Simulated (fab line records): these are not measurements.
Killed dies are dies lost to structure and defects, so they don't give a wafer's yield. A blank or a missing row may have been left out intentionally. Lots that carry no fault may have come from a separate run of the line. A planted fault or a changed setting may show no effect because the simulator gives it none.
Which of the tools did it? -- flow n5 finfet -- 10 lots, 28 wafers sampled, at 3 steps of a route of 1938

WHAT THE GAUGES READ, wafer by wafer
N5_ILD0_THK_MEAS_08.
lot,measured,on,thk nm (nm)
L171,day 4 01:50,film metro-02,138.4 141.4 139.7
L176,day 5 08:07,film metro-01,139.0 140.4
L178,day 5 20:43,film metro-02,136.4 137.1
L181,day 6 16:31,film metro-02,199.1 196.4 198.5
L182,day 6 20:58,film metro-02,198.1 196.0 196.5
L183,day 7 01:30,film metro-01,197.1 199.4 197.0
L188,day 8 10:22,film metro-01,137.5 139.8 137.4
L189,day 8 16:10,film metro-01,141.2 138.2 137.5
L190,day 9 02:37,film metro-02,137.3 137.4 138.5
L191,day 9 02:53,film metro-01,137.4 138.2 138.2

WHAT TOOL EACH LOT RAN ON (gives the tool, then ch and the chambers of the sampled wafers, and finally the start)
lot,N5_SD_ACTIVATION_RTA_00,N5_ILD0_CMP_07
L171,"rtp anneal-02 ch 0, day 3 22:05","cmp-02 ch 1,2,3, day 4 01:37"
L176,"rtp anneal-02 ch 0, day 5 04:23","cmp-01 ch 2, day 5 07:51"
L178,"rtp anneal-01 ch 0, day 5 16:35","cmp-03 ch 1,2, day 5 20:25"
L181,"rtp anneal-01 ch 0, day 6 12:40","cmp-02 ch 0,2,3, day 6 16:19"
L182,"rtp anneal-01 ch 0, day 6 16:59","cmp-02 ch 0,3, day 6 20:40"
L183,"rtp anneal-02 ch 0, day 6 21:28","cmp-03 ch 0,1,3, day 7 01:13"
L188,"rtp anneal-01 ch 0, day 8 06:32","cmp-03 ch 0,1,3, day 8 10:09"
L189,"rtp anneal-01 ch 0, day 8 11:13","cmp-02 ch 0,2,3, day 8 15:56"
L190,"rtp anneal-02 ch 0, day 8 20:29","cmp-02 ch 0,1, day 9 02:19"
L191,"rtp anneal-02 ch 0, day 8 23:02","cmp-02 ch 0,1, day 9 02:37"
- N5_SD_ACTIVATION_RTA_00: time 0 s.
- N5_ILD0_CMP_07: polishes SiO2 flowable, stops on poly-Si, t overpolish 1.18 s, target thk 138.88 nm.

THE ANSWER, worked out from the rows above alone
Rule: the usual values come from the lots themselves. The widest of any qualifying gaps counts: lots, ordered by their means at a reading, are off when they make up no more than a third of the lots, leave a main group of 4 or more, and stand apart from it by 3 or more times the standard deviation of that group's means. The tables above print the reading to a certain number of digits; a main group whose means all agree to those digits is not used. Also off: a lot with no number at a reading for which 4 or more lots have one. Where the step has rows for the other lots, those lots are counted as sound.
Off: L181, L182, L183 (N5_ILD0_THK_MEAS_08, thk nm). The main group has a mean of 138.5 nm with a standard deviation of 1.
A tool fits if, at a process step before that reading, it ran every lot that is off, and no sound lot after the first of them. The gauges at N5_ILD0_THK_MEAS_08 are tried like those tools. No candidate that was tried fits.

WHAT HAD BEEN PUT IN BY THE SIMULATOR
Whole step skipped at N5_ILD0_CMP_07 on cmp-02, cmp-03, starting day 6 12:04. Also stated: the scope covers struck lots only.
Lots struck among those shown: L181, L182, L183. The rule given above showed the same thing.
